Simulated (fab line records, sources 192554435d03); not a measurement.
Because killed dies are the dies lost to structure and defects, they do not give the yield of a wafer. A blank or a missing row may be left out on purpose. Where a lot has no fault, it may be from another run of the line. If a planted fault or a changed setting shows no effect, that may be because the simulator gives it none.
Matching of chambers :: flow n5_finfet :: rie_diel-05 running N5_BEOL_M9_STRIP_67: 4 sister chambers
The step strips in CF4. 4 wafers are shown with their chamber, then 7 later ones without.

WAFERS WITH THEIR CHAMBER
wafer: L597.6
chamber: 1
drypump_motor_current_A (A): 5.5

wafer: L599.4
chamber: 2
drypump_motor_current_A (A): 5.3

wafer: L607.1
chamber: 0
drypump_motor_current_A (A): 5.8

wafer: L607.2
chamber: 3
drypump_motor_current_A (A): 5.8

WAFERS WITHOUT THEIR CHAMBER
wafer: L607.5
drypump_motor_current_A (A): 5.3

wafer: L613.2
drypump_motor_current_A (A): 5.8

wafer: L613.3
drypump_motor_current_A (A): 5.6

wafer: L613.4
drypump_motor_current_A (A): 5.3

wafer: L614.2
drypump_motor_current_A (A): 5.8

wafer: L614.3
drypump_motor_current_A (A): 5.5

wafer: L614.6
drypump_motor_current_A (A): 5.3

EACH ONE'S CHAMBER
wafer: L607.5
from the rows above: 2
in truth: 2

wafer: L613.2
from the rows above: can't be placed: 0 or 3
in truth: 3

wafer: L613.3
from the rows above: 1
in truth: 1

wafer: L613.4
from the rows above: 2
in truth: 2

wafer: L614.2
from the rows above: can't be placed: 0 or 3
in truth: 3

wafer: L614.3
from the rows above: 1
in truth: 1

wafer: L614.6
from the rows above: 2
in truth: 2
Placed correctly: 5 of 7. Not placeable from these rows: 2 (in 2, the candidates include the true chamber). 0 placed wrongly.
How it was worked out, from the rows above alone: a wafer's distance from a chamber is the root of the sum, over the readings, of the square of ((its reading less the chamber's mean) divided by the reading's scatter). The wafer belongs to the nearest chamber; if the next one is less than 2 further off, it can't be placed. For every chamber, the mean is computed from those of its wafers that are shown. The scatter: with one shown wafer a chamber, the root of the mean of the squares of how far each hidden wafer lies from its nearest shown one.
